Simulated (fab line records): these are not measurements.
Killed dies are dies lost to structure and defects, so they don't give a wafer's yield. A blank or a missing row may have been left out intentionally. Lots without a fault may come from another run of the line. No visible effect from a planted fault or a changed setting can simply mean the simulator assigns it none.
The tool behind it: which one? || flow n5_finfet || 24 lots, 72 wafers sampled, at 6 steps of a route of 1938

WHAT THE GAUGES SHOWED, per wafer
N5_BEOL_M2_THK_MEAS_01.
{"lot": "L076", "measured": "day 7 06:35", "on": "film_metro-02", "M2_ILD_THK (nm)": "76.8 77.9 78.8"}
{"lot": "L075", "measured": "day 7 09:31", "on": "film_metro-02", "M2_ILD_THK (nm)": "78.5 80.3 79.5"}
{"lot": "L077", "measured": "day 7 11:31", "on": "film_metro-02", "M2_ILD_THK (nm)": "78.6 78.1 79.4"}
{"lot": "L078", "measured": "day 8 03:23", "on": "film_metro-01", "M2_ILD_THK (nm)": "79.1 78.6 79.0"}
{"lot": "L079", "measured": "day 8 04:32", "on": "film_metro-02", "M2_ILD_THK (nm)": "77.8 79.0 79.5"}
{"lot": "L074", "measured": "day 8 06:17", "on": "film_metro-01", "M2_ILD_THK (nm)": "78.9 80.0 79.8"}
{"lot": "L080", "measured": "day 8 08:59", "on": "film_metro-01", "M2_ILD_THK (nm)": "78.3 77.7 79.6"}
{"lot": "L081", "measured": "day 8 12:37", "on": "film_metro-02", "M2_ILD_THK (nm)": "78.6 77.5 79.5"}
{"lot": "L082", "measured": "day 8 14:10", "on": "film_metro-01", "M2_ILD_THK (nm)": "77.7 79.1 80.1"}
{"lot": "L083", "measured": "day 8 19:05", "on": "film_metro-02", "M2_ILD_THK (nm)": "77.6 78.5 79.8"}
{"lot": "L084", "measured": "day 8 22:33", "on": "film_metro-02", "M2_ILD_THK (nm)": "77.5 78.7 79.5"}
{"lot": "L085", "measured": "day 9 01:29", "on": "film_metro-01", "M2_ILD_THK (nm)": "78.6 79.0 80.3"}
{"lot": "L086", "measured": "day 9 18:58", "on": "film_metro-01", "M2_ILD_THK (nm)": "77.5 77.9 79.8"}
{"lot": "L087", "measured": "day 10 03:37", "on": "film_metro-01", "M2_ILD_THK (nm)": "78.3 78.3 79.2"}
{"lot": "L088", "measured": "day 10 03:56", "on": "film_metro-02", "M2_ILD_THK (nm)": "78.8 79.2 80.6"}
{"lot": "L090", "measured": "day 10 16:34", "on": "film_metro-02", "M2_ILD_THK (nm)": "79.9 79.3 80.5"}
{"lot": "L089", "measured": "day 10 16:45", "on": "film_metro-01", "M2_ILD_THK (nm)": "78.0 78.1 78.7"}
{"lot": "L092", "measured": "day 10 23:01", "on": "film_metro-02", "M2_ILD_THK (nm)": "77.4 79.1 79.0"}
{"lot": "L091", "measured": "day 11 02:56", "on": "film_metro-01", "M2_ILD_THK (nm)": "79.5 80.0 80.3"}
{"lot": "L093", "measured": "day 12 00:33", "on": "film_metro-01", "M2_ILD_THK (nm)": "78.6 79.4 80.9"}
{"lot": "L094", "measured": "day 12 03:13", "on": "film_metro-01", "M2_ILD_THK (nm)": "77.9 77.9 79.8"}
{"lot": "L095", "measured": "day 12 04:07", "on": "film_metro-02", "M2_ILD_THK (nm)": "78.7 77.6 79.1"}
{"lot": "L096", "measured": "day 12 07:23", "on": "film_metro-01", "M2_ILD_THK (nm)": "78.7 79.4 80.5"}
{"lot": "L097", "measured": "day 12 13:41", "on": "film_metro-02", "M2_ILD_THK (nm)": "77.5 79.5 79.4"}

EACH LOT AND THE TOOL THAT RAN IT (in order: tool; ch and the chambers of the sampled wafers; start)
{"lot": "L076", "N5_BEOL_M1_SPUTTER_79": "pvd_sputter-01, day 7 03:32", "N5_BEOL_M1_ANNEAL_87": "pvd_sputter-01, day 7 04:04", "N5_BEOL_M1_SPUTTER_94": "pvd_sputter-01, day 7 04:52", "N5_BEOL_M1_SPUTTER_96": "pvd_sputter-01, day 7 05:05", "N5_BEOL_M1_PRE_CLEAN_60": "cvd_co-01 ch 0,2, day 7 06:14"}
{"lot": "L075", "N5_BEOL_M1_SPUTTER_79": "pvd_sputter-01, day 7 06:23", "N5_BEOL_M1_ANNEAL_87": "pvd_sputter-01, day 7 06:54", "N5_BEOL_M1_SPUTTER_94": "pvd_sputter-01, day 7 07:42", "N5_BEOL_M1_SPUTTER_96": "pvd_sputter-01, day 7 07:55", "N5_BEOL_M1_PRE_CLEAN_60": "cvd_co-02 ch 0,2, day 7 08:57"}
{"lot": "L077", "N5_BEOL_M1_SPUTTER_79": "pvd_sputter-02, day 7 08:47", "N5_BEOL_M1_ANNEAL_87": "pvd_sputter-02, day 7 09:19", "N5_BEOL_M1_SPUTTER_94": "pvd_sputter-02, day 7 10:07", "N5_BEOL_M1_SPUTTER_96": "pvd_sputter-02, day 7 10:20", "N5_BEOL_M1_PRE_CLEAN_60": "cvd_co-02 ch 0,2, day 7 11:10"}
{"lot": "L078", "N5_BEOL_M1_SPUTTER_79": "pvd_sputter-01, day 8 00:40", "N5_BEOL_M1_ANNEAL_87": "pvd_sputter-01, day 8 01:11", "N5_BEOL_M1_SPUTTER_94": "pvd_sputter-01, day 8 01:59", "N5_BEOL_M1_SPUTTER_96": "pvd_sputter-01, day 8 02:12", "N5_BEOL_M1_PRE_CLEAN_60": "cvd_co-01 ch 0,2, day 8 03:02"}
{"lot": "L079", "N5_BEOL_M1_SPUTTER_79": "pvd_sputter-03, day 8 01:46", "N5_BEOL_M1_ANNEAL_87": "pvd_sputter-03, day 8 02:17", "N5_BEOL_M1_SPUTTER_94": "pvd_sputter-03, day 8 03:05", "N5_BEOL_M1_SPUTTER_96": "pvd_sputter-03, day 8 03:19", "N5_BEOL_M1_PRE_CLEAN_60": "cvd_co-01 ch 0,1,2, day 8 04:09"}
{"lot": "L074", "N5_BEOL_M1_SPUTTER_79": "pvd_sputter-01, day 8 03:23", "N5_BEOL_M1_ANNEAL_87": "pvd_sputter-01, day 8 03:54", "N5_BEOL_M1_SPUTTER_94": "pvd_sputter-01, day 8 04:42", "N5_BEOL_M1_SPUTTER_96": "pvd_sputter-01, day 8 04:55", "N5_BEOL_M1_PRE_CLEAN_60": "cvd_co-01 ch 0,1,2, day 8 05:55"}
{"lot": "L080", "N5_BEOL_M1_SPUTTER_79": "pvd_sputter-01, day 8 06:05", "N5_BEOL_M1_ANNEAL_87": "pvd_sputter-01, day 8 06:36", "N5_BEOL_M1_SPUTTER_94": "pvd_sputter-01, day 8 07:24", "N5_BEOL_M1_SPUTTER_96": "pvd_sputter-01, day 8 07:37", "N5_BEOL_M1_PRE_CLEAN_60": "cvd_co-01 ch 0,1,2, day 8 08:37"}
{"lot": "L081", "N5_BEOL_M1_SPUTTER_79": "pvd_sputter-02, day 8 06:38", "N5_BEOL_M1_ANNEAL_87": "pvd_sputter-02, day 8 07:09", "N5_BEOL_M1_SPUTTER_94": "pvd_sputter-02, day 8 07:57", "N5_BEOL_M1_SPUTTER_96": "pvd_sputter-02, day 8 11:26", "N5_BEOL_M1_PRE_CLEAN_60": "cvd_co-01 ch 0,2, day 8 12:16"}
{"lot": "L082", "N5_BEOL_M1_SPUTTER_79": "pvd_sputter-03, day 8 11:20", "N5_BEOL_M1_ANNEAL_87": "pvd_sputter-03, day 8 11:52", "N5_BEOL_M1_SPUTTER_94": "pvd_sputter-03, day 8 12:40", "N5_BEOL_M1_SPUTTER_96": "pvd_sputter-03, day 8 12:53", "N5_BEOL_M1_PRE_CLEAN_60": "cvd_co-01 ch 0,1,2, day 8 13:49"}
{"lot": "L083", "N5_BEOL_M1_SPUTTER_79": "pvd_sputter-01, day 8 15:51", "N5_BEOL_M1_ANNEAL_87": "pvd_sputter-01, day 8 16:22", "N5_BEOL_M1_SPUTTER_94": "pvd_sputter-01, day 8 17:10", "N5_BEOL_M1_SPUTTER_96": "pvd_sputter-01, day 8 17:23", "N5_BEOL_M1_PRE_CLEAN_60": "cvd_co-02 ch 0,1,2, day 8 18:44"}
{"lot": "L084", "N5_BEOL_M1_SPUTTER_79": "pvd_sputter-02, day 8 19:43", "N5_BEOL_M1_ANNEAL_87": "pvd_sputter-02, day 8 20:14", "N5_BEOL_M1_SPUTTER_94": "pvd_sputter-02, day 8 21:02", "N5_BEOL_M1_SPUTTER_96": "pvd_sputter-02, day 8 21:16", "N5_BEOL_M1_PRE_CLEAN_60": "cvd_co-02 ch 1,2, day 8 22:10"}
{"lot": "L085", "N5_BEOL_M1_SPUTTER_79": "pvd_sputter-02, day 8 22:46", "N5_BEOL_M1_ANNEAL_87": "pvd_sputter-02, day 8 23:17", "N5_BEOL_M1_SPUTTER_94": "pvd_sputter-02, day 9 00:05", "N5_BEOL_M1_SPUTTER_96": "pvd_sputter-02, day 9 00:19", "N5_BEOL_M1_PRE_CLEAN_60": "cvd_co-02 ch 1,2, day 9 01:08"}
{"lot": "L086", "N5_BEOL_M1_SPUTTER_79": "pvd_sputter-01, day 9 16:14", "N5_BEOL_M1_ANNEAL_87": "pvd_sputter-01, day 9 16:46", "N5_BEOL_M1_SPUTTER_94": "pvd_sputter-01, day 9 17:34", "N5_BEOL_M1_SPUTTER_96": "pvd_sputter-01, day 9 17:47", "N5_BEOL_M1_PRE_CLEAN_60": "cvd_co-01 ch 0,1,2, day 9 18:36"}
{"lot": "L087", "N5_BEOL_M1_SPUTTER_79": "pvd_sputter-02, day 10 00:55", "N5_BEOL_M1_ANNEAL_87": "pvd_sputter-02, day 10 01:26", "N5_BEOL_M1_SPUTTER_94": "pvd_sputter-02, day 10 02:14", "N5_BEOL_M1_SPUTTER_96": "pvd_sputter-02, day 10 02:27", "N5_BEOL_M1_PRE_CLEAN_60": "cvd_co-01 ch 1,2, day 10 03:16"}
{"lot": "L088", "N5_BEOL_M1_SPUTTER_79": "pvd_sputter-01, day 10 01:01", "N5_BEOL_M1_ANNEAL_87": "pvd_sputter-01, day 10 01:32", "N5_BEOL_M1_SPUTTER_94": "pvd_sputter-01, day 10 02:20", "N5_BEOL_M1_SPUTTER_96": "pvd_sputter-01, day 10 02:34", "N5_BEOL_M1_PRE_CLEAN_60": "cvd_co-01 ch 0,2, day 10 03:35"}
{"lot": "L090", "N5_BEOL_M1_SPUTTER_79": "pvd_sputter-03, day 10 13:40", "N5_BEOL_M1_ANNEAL_87": "pvd_sputter-03, day 10 14:11", "N5_BEOL_M1_SPUTTER_94": "pvd_sputter-03, day 10 14:59", "N5_BEOL_M1_SPUTTER_96": "pvd_sputter-03, day 10 15:13", "N5_BEOL_M1_PRE_CLEAN_60": "cvd_co-02 ch 0,1,2, day 10 16:13"}
{"lot": "L089", "N5_BEOL_M1_SPUTTER_79": "pvd_sputter-01, day 10 13:47", "N5_BEOL_M1_ANNEAL_87": "pvd_sputter-01, day 10 14:19", "N5_BEOL_M1_SPUTTER_94": "pvd_sputter-01, day 10 15:07", "N5_BEOL_M1_SPUTTER_96": "pvd_sputter-01, day 10 15:20", "N5_BEOL_M1_PRE_CLEAN_60": "cvd_co-01 ch 0,1, day 10 16:23"}
{"lot": "L092", "N5_BEOL_M1_SPUTTER_79": "pvd_sputter-02, day 10 20:18", "N5_BEOL_M1_ANNEAL_87": "pvd_sputter-02, day 10 20:49", "N5_BEOL_M1_SPUTTER_94": "pvd_sputter-02, day 10 21:37", "N5_BEOL_M1_SPUTTER_96": "pvd_sputter-02, day 10 21:50", "N5_BEOL_M1_PRE_CLEAN_60": "cvd_co-01 ch 0,2, day 10 22:40"}
{"lot": "L091", "N5_BEOL_M1_SPUTTER_79": "pvd_sputter-03, day 11 00:03", "N5_BEOL_M1_ANNEAL_87": "pvd_sputter-03, day 11 00:34", "N5_BEOL_M1_SPUTTER_94": "pvd_sputter-03, day 11 01:22", "N5_BEOL_M1_SPUTTER_96": "pvd_sputter-03, day 11 01:35", "N5_BEOL_M1_PRE_CLEAN_60": "cvd_co-01 ch 0,1,2, day 11 02:32"}
{"lot": "L093", "N5_BEOL_M1_SPUTTER_79": "pvd_sputter-02, day 11 21:50", "N5_BEOL_M1_ANNEAL_87": "pvd_sputter-02, day 11 22:21", "N5_BEOL_M1_SPUTTER_94": "pvd_sputter-02, day 11 23:09", "N5_BEOL_M1_SPUTTER_96": "pvd_sputter-02, day 11 23:22", "N5_BEOL_M1_PRE_CLEAN_60": "cvd_co-01 ch 0,1, day 12 00:12"}
{"lot": "L094", "N5_BEOL_M1_SPUTTER_79": "pvd_sputter-01, day 12 00:29", "N5_BEOL_M1_ANNEAL_87": "pvd_sputter-01, day 12 01:01", "N5_BEOL_M1_SPUTTER_94": "pvd_sputter-01, day 12 01:49", "N5_BEOL_M1_SPUTTER_96": "pvd_sputter-01, day 12 02:02", "N5_BEOL_M1_PRE_CLEAN_60": "cvd_co-02 ch 0,1,2, day 12 02:52"}
{"lot": "L095", "N5_BEOL_M1_SPUTTER_79": "pvd_sputter-02, day 12 01:22", "N5_BEOL_M1_ANNEAL_87": "pvd_sputter-02, day 12 01:53", "N5_BEOL_M1_SPUTTER_94": "pvd_sputter-02, day 12 02:41", "N5_BEOL_M1_SPUTTER_96": "pvd_sputter-02, day 12 02:55", "N5_BEOL_M1_PRE_CLEAN_60": "cvd_co-01 ch 1,2, day 12 03:44"}
{"lot": "L096", "N5_BEOL_M1_SPUTTER_79": "pvd_sputter-01, day 12 04:40", "N5_BEOL_M1_ANNEAL_87": "pvd_sputter-01, day 12 05:11", "N5_BEOL_M1_SPUTTER_94": "pvd_sputter-01, day 12 05:59", "N5_BEOL_M1_SPUTTER_96": "pvd_sputter-01, day 12 06:13", "N5_BEOL_M1_PRE_CLEAN_60": "cvd_co-01 ch 0,1,2, day 12 07:02"}
{"lot": "L097", "N5_BEOL_M1_SPUTTER_79": "pvd_sputter-01, day 12 10:41", "N5_BEOL_M1_ANNEAL_87": "pvd_sputter-01, day 12 11:13", "N5_BEOL_M1_SPUTTER_94": "pvd_sputter-01, day 12 12:01", "N5_BEOL_M1_SPUTTER_96": "pvd_sputter-01, day 12 12:14", "N5_BEOL_M1_PRE_CLEAN_60": "cvd_co-02 ch 1,2, day 12 13:19"}
- N5_BEOL_M1_SPUTTER_79: material Cu, target thk 4.5 nm, time 8.29 s.
- N5_BEOL_M1_ANNEAL_87: time 240 s.
- N5_BEOL_M1_SPUTTER_94: material Cu, target thk 4.5 nm, time 8.29 s.
- N5_BEOL_M1_SPUTTER_96: material Cu, target thk 4.5 nm, time 8.29 s.
- N5_BEOL_M1_PRE_CLEAN_60: time 15 s.

WHAT THE TOOLS THEMSELVES READ (means of the sampled wafers that have a number; where no wafer has one, the mark that the record gives instead)
N5_BEOL_M1_SPUTTER_79.
{"lot": "L076", "tool": "pvd_sputter-01", "throttle_valve_pct (%)": 30.3}
{"lot": "L075", "tool": "pvd_sputter-01", "throttle_valve_pct (%)": 31.1}
{"lot": "L077", "tool": "pvd_sputter-02", "throttle_valve_pct (%)": 29.3}
{"lot": "L078", "tool": "pvd_sputter-01", "throttle_valve_pct (%)": 30.2}
{"lot": "L079", "tool": "pvd_sputter-03", "throttle_valve_pct (%)": 29.3}
{"lot": "L074", "tool": "pvd_sputter-01", "throttle_valve_pct (%)": 31.0}
{"lot": "L080", "tool": "pvd_sputter-01", "throttle_valve_pct (%)": 30.7}
{"lot": "L081", "tool": "pvd_sputter-02", "throttle_valve_pct (%)": 28.8}
{"lot": "L082", "tool": "pvd_sputter-03", "throttle_valve_pct (%)": 29.6}
{"lot": "L083", "tool": "pvd_sputter-01", "throttle_valve_pct (%)": 30.6}
{"lot": "L084", "tool": "pvd_sputter-02", "throttle_valve_pct (%)": 29.6}
{"lot": "L085", "tool": "pvd_sputter-02", "throttle_valve_pct (%)": 28.9}
{"lot": "L086", "tool": "pvd_sputter-01", "throttle_valve_pct (%)": 30.3}
{"lot": "L087", "tool": "pvd_sputter-02", "throttle_valve_pct (%)": 29.1}
{"lot": "L088", "tool": "pvd_sputter-01", "throttle_valve_pct (%)": 30.5}
{"lot": "L090", "tool": "pvd_sputter-03", "throttle_valve_pct (%)": 29.7}
{"lot": "L089", "tool": "pvd_sputter-01", "throttle_valve_pct (%)": 30.7}
{"lot": "L092", "tool": "pvd_sputter-02", "throttle_valve_pct (%)": 29.0}
{"lot": "L091", "tool": "pvd_sputter-03", "throttle_valve_pct (%)": 30.1}
{"lot": "L093", "tool": "pvd_sputter-02", "throttle_valve_pct (%)": 28.9}
{"lot": "L094", "tool": "pvd_sputter-01", "throttle_valve_pct (%)": 30.1}
{"lot": "L095", "tool": "pvd_sputter-02", "throttle_valve_pct (%)": 29.0}
{"lot": "L096", "tool": "pvd_sputter-01", "throttle_valve_pct (%)": 30.3}
{"lot": "L097", "tool": "pvd_sputter-01", "throttle_valve_pct (%)": 30.5}

N5_BEOL_M1_ANNEAL_87.
{"lot": "L076", "tool": "pvd_sputter-01", "heater_power_w (W)": 798}
{"lot": "L075", "tool": "pvd_sputter-01", "heater_power_w (W)": 805}
{"lot": "L077", "tool": "pvd_sputter-02", "heater_power_w (W)": 808}
{"lot": "L078", "tool": "pvd_sputter-01", "heater_power_w (W)": 821}
{"lot": "L079", "tool": "pvd_sputter-03", "heater_power_w (W)": 764}
{"lot": "L074", "tool": "pvd_sputter-01", "heater_power_w (W)": 803}
{"lot": "L080", "tool": "pvd_sputter-01", "heater_power_w (W)": 795}
{"lot": "L081", "tool": "pvd_sputter-02", "heater_power_w (W)": 790}
{"lot": "L082", "tool": "pvd_sputter-03", "heater_power_w (W)": 772}
{"lot": "L083", "tool": "pvd_sputter-01", "heater_power_w (W)": 806}
{"lot": "L084", "tool": "pvd_sputter-02", "heater_power_w (W)": 727}
{"lot": "L085", "tool": "pvd_sputter-02", "heater_power_w (W)": 868}
{"lot": "L086", "tool": "pvd_sputter-01", "heater_power_w (W)": 812}
{"lot": "L087", "tool": "pvd_sputter-02", "heater_power_w (W)": 798}
{"lot": "L088", "tool": "pvd_sputter-01", "heater_power_w (W)": 812}
{"lot": "L090", "tool": "pvd_sputter-03", "heater_power_w (W)": 738}
{"lot": "L089", "tool": "pvd_sputter-01", "heater_power_w (W)": 799}
{"lot": "L092", "tool": "pvd_sputter-02", "heater_power_w (W)": 784}
{"lot": "L091", "tool": "pvd_sputter-03", "heater_power_w (W)": 745}
{"lot": "L093", "tool": "pvd_sputter-02", "heater_power_w (W)": 865}
{"lot": "L094", "tool": "pvd_sputter-01", "heater_power_w (W)": 797}
{"lot": "L095", "tool": "pvd_sputter-02", "heater_power_w (W)": 865}
{"lot": "L096", "tool": "pvd_sputter-01", "heater_power_w (W)": 802}
{"lot": "L097", "tool": "pvd_sputter-01", "heater_power_w (W)": 808}

N5_BEOL_M1_SPUTTER_94.
{"lot": "L076", "tool": "pvd_sputter-01", "throttle_valve_pct (%)": 30.2}
{"lot": "L075", "tool": "pvd_sputter-01", "throttle_valve_pct (%)": 31.0}
{"lot": "L077", "tool": "pvd_sputter-02", "throttle_valve_pct (%)": 29.2}
{"lot": "L078", "tool": "pvd_sputter-01", "throttle_valve_pct (%)": 30.2}
{"lot": "L079", "tool": "pvd_sputter-03", "throttle_valve_pct (%)": 29.2}
{"lot": "L074", "tool": "pvd_sputter-01", "throttle_valve_pct (%)": 30.9}
{"lot": "L080", "tool": "pvd_sputter-01", "throttle_valve_pct (%)": 30.6}
{"lot": "L081", "tool": "pvd_sputter-02", "throttle_valve_pct (%)": 28.7}
{"lot": "L082", "tool": "pvd_sputter-03", "throttle_valve_pct (%)": 29.6}
{"lot": "L083", "tool": "pvd_sputter-01", "throttle_valve_pct (%)": 30.6}
{"lot": "L084", "tool": "pvd_sputter-02", "throttle_valve_pct (%)": 29.6}
{"lot": "L085", "tool": "pvd_sputter-02", "throttle_valve_pct (%)": 29.0}
{"lot": "L086", "tool": "pvd_sputter-01", "throttle_valve_pct (%)": 30.2}
{"lot": "L087", "tool": "pvd_sputter-02", "throttle_valve_pct (%)": 29.2}
{"lot": "L088", "tool": "pvd_sputter-01", "throttle_valve_pct (%)": 30.6}
{"lot": "L090", "tool": "pvd_sputter-03", "throttle_valve_pct (%)": 29.6}
{"lot": "L089", "tool": "pvd_sputter-01", "throttle_valve_pct (%)": 30.7}
{"lot": "L092", "tool": "pvd_sputter-02", "throttle_valve_pct (%)": 29.2}
{"lot": "L091", "tool": "pvd_sputter-03", "throttle_valve_pct (%)": 30.0}
{"lot": "L093", "tool": "pvd_sputter-02", "throttle_valve_pct (%)": 29.1}
{"lot": "L094", "tool": "pvd_sputter-01", "throttle_valve_pct (%)": 30.2}
{"lot": "L095", "tool": "pvd_sputter-02", "throttle_valve_pct (%)": 29.1}
{"lot": "L096", "tool": "pvd_sputter-01", "throttle_valve_pct (%)": 30.3}
{"lot": "L097", "tool": "pvd_sputter-01", "throttle_valve_pct (%)": 30.5}

N5_BEOL_M1_SPUTTER_96.
{"lot": "L076", "tool": "pvd_sputter-01", "throttle_valve_pct (%)": 30.2}
{"lot": "L075", "tool": "pvd_sputter-01", "throttle_valve_pct (%)": 31.0}
{"lot": "L077", "tool": "pvd_sputter-02", "throttle_valve_pct (%)": 29.3}
{"lot": "L078", "tool": "pvd_sputter-01", "throttle_valve_pct (%)": 30.2}
{"lot": "L079", "tool": "pvd_sputter-03", "throttle_valve_pct (%)": 29.3}
{"lot": "L074", "tool": "pvd_sputter-01", "throttle_valve_pct (%)": 31.0}
{"lot": "L080", "tool": "pvd_sputter-01", "throttle_valve_pct (%)": 30.6}
{"lot": "L081", "tool": "pvd_sputter-02", "throttle_valve_pct (%)": 28.8}
{"lot": "L082", "tool": "pvd_sputter-03", "throttle_valve_pct (%)": 29.5}
{"lot": "L083", "tool": "pvd_sputter-01", "throttle_valve_pct (%)": 30.5}
{"lot": "L084", "tool": "pvd_sputter-02", "throttle_valve_pct (%)": 29.4}
{"lot": "L085", "tool": "pvd_sputter-02", "throttle_valve_pct (%)": 28.9}
{"lot": "L086", "tool": "pvd_sputter-01", "throttle_valve_pct (%)": 30.2}
{"lot": "L087", "tool": "pvd_sputter-02", "throttle_valve_pct (%)": 29.1}
{"lot": "L088", "tool": "pvd_sputter-01", "throttle_valve_pct (%)": 30.7}
{"lot": "L090", "tool": "pvd_sputter-03", "throttle_valve_pct (%)": 29.9}
{"lot": "L089", "tool": "pvd_sputter-01", "throttle_valve_pct (%)": 30.7}
{"lot": "L092", "tool": "pvd_sputter-02", "throttle_valve_pct (%)": 29.0}
{"lot": "L091", "tool": "pvd_sputter-03", "throttle_valve_pct (%)": 30.1}
{"lot": "L093", "tool": "pvd_sputter-02", "throttle_valve_pct (%)": 28.9}
{"lot": "L094", "tool": "pvd_sputter-01", "throttle_valve_pct (%)": 30.1}
{"lot": "L095", "tool": "pvd_sputter-02", "throttle_valve_pct (%)": 29.1}
{"lot": "L096", "tool": "pvd_sputter-01", "throttle_valve_pct (%)": 30.2}
{"lot": "L097", "tool": "pvd_sputter-01", "throttle_valve_pct (%)": 30.5}

N5_BEOL_M1_PRE_CLEAN_60.
{"lot": "L076", "tool": "cvd_co-01", "heater_power_w (W)": 92}
{"lot": "L075", "tool": "cvd_co-02", "heater_power_w (W)": 71}
{"lot": "L077", "tool": "cvd_co-02", "heater_power_w (W)": 70}
{"lot": "L078", "tool": "cvd_co-01", "heater_power_w (W)": 93}
{"lot": "L079", "tool": "cvd_co-01", "heater_power_w (W)": 100}
{"lot": "L074", "tool": "cvd_co-01", "heater_power_w (W)": 98}
{"lot": "L080", "tool": "cvd_co-01", "heater_power_w (W)": 98}
{"lot": "L081", "tool": "cvd_co-01", "heater_power_w (W)": 94}
{"lot": "L082", "tool": "cvd_co-01", "heater_power_w (W)": 99}
{"lot": "L083", "tool": "cvd_co-02", "heater_power_w (W)": 87}
{"lot": "L084", "tool": "cvd_co-02", "heater_power_w (W)": 94}
{"lot": "L085", "tool": "cvd_co-02", "heater_power_w (W)": 76}
{"lot": "L086", "tool": "cvd_co-01", "heater_power_w (W)": 99}
{"lot": "L087", "tool": "cvd_co-01", "heater_power_w (W)": 100}
{"lot": "L088", "tool": "cvd_co-01", "heater_power_w (W)": 93}
{"lot": "L090", "tool": "cvd_co-02", "heater_power_w (W)": 89}
{"lot": "L089", "tool": "cvd_co-01", "heater_power_w (W)": 102}
{"lot": "L092", "tool": "cvd_co-01", "heater_power_w (W)": 93}
{"lot": "L091", "tool": "cvd_co-01", "heater_power_w (W)": 100}
{"lot": "L093", "tool": "cvd_co-01", "heater_power_w (W)": 106}
{"lot": "L094", "tool": "cvd_co-02", "heater_power_w (W)": 88}
{"lot": "L095", "tool": "cvd_co-01", "heater_power_w (W)": 110}
{"lot": "L096", "tool": "cvd_co-01", "heater_power_w (W)": 101}
{"lot": "L097", "tool": "cvd_co-02", "heater_power_w (W)": 77}

THE ANSWER, worked out from the rows above alone
Rule: the lots themselves supply what counts as usual. The widest of any qualifying gaps counts: lots, ordered by their means at a reading, are off when they make up no more than a third of the lots, leave a main group of 4 or more, and stand apart from it by 3 or more times the standard deviation of that group's means. A main group whose means are all the same, to the digits that the tables above print for the reading, isn't used. A lot without any number at a reading at which 4 lots or more have one is off too. All remaining lots with rows at the step are treated as sound. First the gauges in route order, then the tools' own readings, where a lot's mean is used as printed above. The first step at which some lot is off is used, and at that step the reading that is off furthest; a lot without a number counts as furthest.
Across all readings shown, no lot is off: no conclusion can be drawn from this.

WHAT HAD BEEN PUT IN BY THE SIMULATOR
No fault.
